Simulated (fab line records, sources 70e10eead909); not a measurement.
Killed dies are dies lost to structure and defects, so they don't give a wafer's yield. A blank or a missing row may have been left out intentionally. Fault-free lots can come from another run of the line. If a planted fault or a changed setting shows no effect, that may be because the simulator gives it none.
Which tool was responsible? ; flow nandHarc ; Sampling: 12 lots, 36 wafers, 7 of 1302 route steps

== WHAT THE GAUGES READ, wafer by wafer ==
NHARC_P_GATE_OVL_MEAS_27. Usual: overlayXNm 0.1 nm, standard deviation 0.9; overlayYNm 0.1 nm, standard deviation 1.
lot;measured;on;overlayXNm (nm);overlayYNm (nm);flag
L594;day 4 21:15;overlay-02;0.7 0.5 0.9;-0.1 0.3 -0.2;
L597;day 6 07:38;overlay-02;1.1 0.6 1.2;0.4 0.0 0.1;
L600;day 7 14:59;overlay-01;1.6 1.2 0.5;-0.7 -1.0 -0.8;
L601;day 7 21:05;overlay-02;0.9 1.0 0.5;0.1 0.0 -0.4;
L607;day 11 05:22;overlay-01;-1.4 -0.6 -1.0;1.9 1.6 1.8;
L610;day 11 15:45;overlay-01;-0.3 -0.5 -0.4;-0.2 -0.4 -0.8;
L611;day 12 00:00;overlay-02;0.3 0.0 0.1;0.0 0.0 0.7;
L612;day 12 13:13;overlay-01;-1.6 -2.7 -1.9;-0.4 -0.8 -0.8;
L614;day 13 10:10;overlay-01;1.1 0.3 1.1;0.1 -0.4 -0.7;
L616;day 14 07:02;overlay-02;-0.9 0.2 -0.4;1.3 1.3 1.4;
L615;day 14 07:11;overlay-01;-0.4 -0.2 0.2;-2.1 -1.7 -2.2;
L617;day 14 17:55;overlay-02;0.4 0.5 0.0;1.7 2.4 1.7;

NHARC_P_CONTACT_CD_MEAS_12: the cd target is 90 nm. Usual: cdNm reads 90.3 nm (standard deviation 0.64).
lot;measured;on;cdNm (nm);flag
L594;day 5 17:41;cdSem-01;89.6 90.3 89.8;
L597;day 7 03:25;cdSem-01;89.7 90.8 90.7;
L600;day 8 12:27;cdSem-03;85.4 85.9 85.0;OFF
L601;day 8 16:54;cdSem-01;90.1 90.6 89.6;
L607;day 12 01:22;cdSem-02;90.2 89.3 90.4;
L610;day 12 11:50;cdSem-02;90.0 90.7 91.9;
L611;day 12 19:53;cdSem-03;89.9 90.6 90.6;
L612;day 13 09:01;cdSem-02;90.4 89.5 90.6;
L614;day 14 06:32;cdSem-01;89.2 89.7 90.8;
L616;day 15 03:35;cdSem-01;90.5 89.3 91.0;
L615;day 15 03:51;cdSem-02;90.6 90.6 89.8;
L617;day 15 14:01;cdSem-02;90.1 90.0 90.1;

NHARC_P_CONTACT_CD_MEAS_19. Usual: cdNm reads 90.3 nm (standard deviation 1.9).
lot;measured;on;cdNm (nm);flag
L594;day 5 18:44;cdSem-03;92.9 93.4 90.1;
L597;day 7 04:31;cdSem-01;89.1 91.2 94.4;
L600;day 8 13:31;cdSem-03;85.2 83.1 84.7;OFF
L601;day 8 17:59;cdSem-01;90.1 89.9 90.5;
L607;day 12 02:26;cdSem-02;90.1 88.3 92.9;
L610;day 12 12:53;cdSem-02;87.7 90.7 89.3;
L611;day 12 20:58;cdSem-02;87.1 91.3 91.1;
L612;day 13 10:04;cdSem-02;90.6 86.8 86.0;
L614;day 14 07:35;cdSem-01;88.9 88.5 86.7;
L616;day 15 04:38;cdSem-01;91.4 89.5 93.0;
L615;day 15 05:17;cdSem-03;92.1 90.7 91.5;
L617;day 15 15:04;cdSem-01;90.3 92.0 90.0;

NHARC_END_SORT_01. Usual: killedAtArray 56, standard deviation 17; killedAtOther 0.9, standard deviation 1.2; killedAtPeriphery 3.9, standard deviation 2.5; killedDies 61, standard deviation 17; killedOpen 3.2, standard deviation 1.8; killedShort 2.7, standard deviation 1.7.
lot;measured;on;killedAtArray;killedAtOther;killedAtPeriphery;killedDies;killedOpen;killedShort;flag
L612;day 31 11:24;prober-02;62 81;1 1;7 7;70 89;4 2;1 0;

== WHICH TOOL RAN EACH LOT (tool, then ch and the chambers of the sampled wafers, then the start) ==
lot;NHARC_P_GATE_HM_OPEN_105;NHARC_P_CONTACT_DEP_00;NHARC_P_CONTACT_EXPOSE_09
L594;rieDiel-01 ch 0,1, day 5 16:18 or earlier;pecvd-01 ch 0, day 5 16:18;arfiScanner-01 ch 0, day 5 17:32
L597;rieDiel-07 ch 1,2,3, day 7 03:17 or earlier;pecvd-02 ch 0,1,2, day 7 03:17 or earlier;arfiScanner-03 ch 0, day 7 03:17
L600;rieDiel-01 ch 0,1,2, day 8 12:19 or earlier;pecvd-02 ch 0,2, day 8 12:19 or earlier;arfiScanner-01 ch 0, day 8 12:19
L601;rieDiel-07 ch 0,1,3, day 8 16:46 or earlier;pecvd-03 ch 0,1,2, day 8 16:46 or earlier;arfiScanner-01 ch 0, day 8 16:46
L607;rieDiel-07 ch 0,1,3, day 12 01:14 or earlier;pecvd-01 ch 0,1, day 12 01:14 or earlier;arfiScanner-03 ch 0, day 12 01:14
L610;rieDiel-07 ch 1,2, day 12 11:42 or earlier;pecvd-03 ch 0,2, day 12 11:42 or earlier;arfiScanner-03 ch 0, day 12 11:42
L611;rieDiel-01 ch 1,2,3, day 12 19:45 or earlier;pecvd-02 ch 0,1,2, day 12 19:45 or earlier;arfiScanner-03 ch 0, day 12 19:45
L612;rieDiel-07 ch 0,1,3, day 13 08:52 or earlier;pecvd-02 ch 1,2, day 13 08:52 or earlier;arfiScanner-01 ch 0, day 13 08:52
L614;rieDiel-01 ch 0,1,3, day 14 06:23 or earlier;pecvd-03 ch 0,2, day 14 06:23 or earlier;arfiScanner-01 ch 0, day 14 06:23
L616;rieDiel-02 ch 0,1, day 15 03:26 or earlier;pecvd-02 ch 1,2, day 15 03:26 or earlier;arfiScanner-02 ch 0, day 15 03:26
L615;rieDiel-07 ch 0,1, day 15 03:43 or earlier;pecvd-03 ch 0,2, day 15 03:43 or earlier;arfiScanner-03 ch 0, day 15 03:43
L617;rieDiel-01 ch 0,1,2, day 15 13:52 or earlier;pecvd-01 ch 0,1,2, day 15 13:52 or earlier;arfiScanner-01 ch 0, day 15 13:52
- NHARC_P_GATE_HM_OPEN_105: chemistry O2/COS, target depth 360 nm.
- NHARC_P_CONTACT_DEP_00: deposits SiO2, target thk 500 nm.
- NHARC_P_CONTACT_EXPOSE_09: exposes mask P CA, target cd 90 nm.

== AS READ BY THE TOOLS THEMSELVES (means over the sampled wafers that have a number; for cases with no such wafer, the mark the record gives instead) ==
NHARC_P_GATE_HM_OPEN_105. Usual: cosFlowSccm 20.00 sccm, standard deviation 0.057; drypumpMotorCurrentA 5.75 A, standard deviation 0.28; oesProductAu 0.996 a.u., standard deviation 0.01; rfVppV 467 V, standard deviation 3.5; showerheadPlenumPTorr 3.11 Torr, standard deviation 0.16; throttleValvePct 28.330 %, standard deviation 0.0088.
lot;tool;cosFlowSccm (sccm);drypumpMotorCurrentA (A);oesProductAu (a.u.);rfVppV (V);showerheadPlenumPTorr (Torr);throttleValvePct (%);flag
L594;rieDiel-01;19.99;5.82;0.998;464;2.97;28.331;
L597;rieDiel-07;19.99;5.47;0.998;465;3.01;28.334;
L600;rieDiel-01;20.04;5.71;0.991;466;3.09;28.326;
L601;rieDiel-07;19.98;5.58;0.995;468;3.14;28.331;
L607;rieDiel-07;19.98;5.59;0.990;468;3.14;28.340;
L610;rieDiel-07;20.05;5.59;0.998;463;2.98;28.329;
L611;rieDiel-01;20.00;5.68;0.984;469;3.21;28.318;
L612;rieDiel-07;20.03;5.59;0.997;468;3.14;28.337;
L614;rieDiel-01;20.00;5.77;0.981;466;3.08;28.324;
L616;rieDiel-02;20.02;5.91;1.000;469;3.16;28.330;
L615;rieDiel-07;20.05;5.64;1.017;467;3.17;28.329;
L617;rieDiel-01;20.07;5.73;0.983;466;3.09;28.327;

NHARC_P_CONTACT_DEP_00. Usual: heaterPowerW 586 W, standard deviation 93; throttleValvePct 15.9 %, standard deviation 0.7.
lot;tool;heaterPowerW (W);throttleValvePct (%);flag
L594;pecvd-01;494;16.1;
L597;pecvd-02;640;16.0;
L600;pecvd-02;627;15.3;
L601;pecvd-03;585;16.1;
L607;pecvd-01;609;16.4;
L610;pecvd-03;632;15.4;
L611;pecvd-02;544;16.0;
L612;pecvd-02;631;16.3;
L614;pecvd-03;683;15.3;
L616;pecvd-02;665;16.2;
L615;pecvd-03;652;15.8;
L617;pecvd-01;582;15.9;

== THE ANSWER, worked out from the rows above alone ==
Rule: a lot counts as off when the mean over its wafers that have a number is more than 3 standard deviations away from the usual mean. Also off: a lot with no number at a reading for which 4 or more lots have one. Where the step has rows for the other lots, those lots are counted as sound. The gauges are gone through in route order, then the tools' own readings, and for those a lot's mean is taken as printed above. At the first step where some lot is off, the reading lying furthest off is the one used; lots without a number count as furthest.
Off at NHARC_P_CONTACT_CD_MEAS_12 (cdNm): L600.
If a tool, at a process step before that reading, ran all the lots that are off and no sound lot after the first of them, it fits. Gauges at NHARC_P_CONTACT_CD_MEAS_12: tried the same way as those tools. NHARC_P_GATE_HM_OPEN_105: start missing for some lots; hours and lot order therefore follow NHARC_P_CONTACT_EXPOSE_09. NHARC_P_CONTACT_DEP_00: start missing for some lots; hours and lot order therefore follow NHARC_P_CONTACT_EXPOSE_09. Not one of the candidates tried fits.

== WHAT WAS PUT IN BY THE SIMULATOR ==
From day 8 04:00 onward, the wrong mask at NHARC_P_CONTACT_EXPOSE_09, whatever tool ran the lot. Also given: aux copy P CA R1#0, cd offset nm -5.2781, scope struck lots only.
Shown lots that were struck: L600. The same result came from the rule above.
